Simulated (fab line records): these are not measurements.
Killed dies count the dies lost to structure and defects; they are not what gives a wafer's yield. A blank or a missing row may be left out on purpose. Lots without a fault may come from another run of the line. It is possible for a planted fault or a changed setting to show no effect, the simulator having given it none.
Chamber matching ; flow n5 finfet ; N5_BEOL_M3_CO_CAP_55 on cvd co-01: 3 sister chambers
The step material Co, precursor CCTBA/H2, target thk 2 nm, time 102.1 s. 6 wafers are shown with their chamber, then 7 later ones without.

== EACH WAFER AND ITS CHAMBER ==
wafer;chamber;heater power w (W)
L881.5;0;207
L883.2;1;257
L883.3;0;213
L883.4;1;259
L893.2;2;244
L893.4;2;242

== WAFERS WITH NO CHAMBER GIVEN ==
wafer;heater power w (W)
L893.6;261
L901.1;256
L901.2;237
L901.4;261
L900.2;238
L900.3;255
L900.4;233

== WHICH CHAMBER EACH WENT THROUGH ==
wafer;from the rows above;in truth
L893.6;1;1
L901.1;1;1
L901.2;2;2
L901.4;1;1
L900.2;2;2
L900.3;1;1
L900.4;2;2
Correct placement for 7 of the 7. From these rows, 0 cannot be placed. Placed wrongly: 0.
How it was worked out, from the rows above alone: a wafer's distance from a chamber is the root of the sum, over the readings, of the square of ((its reading less the chamber's mean) divided by the reading's scatter). The wafer belongs to the nearest chamber; if the next one is less than 2 further off, it can't be placed. For every chamber, the mean is computed from those of its wafers that are shown. The scatter: take each reading less its chamber's mean, square it, sum over the shown wafers, divide by the number of wafers less the number of chambers, and take the root.
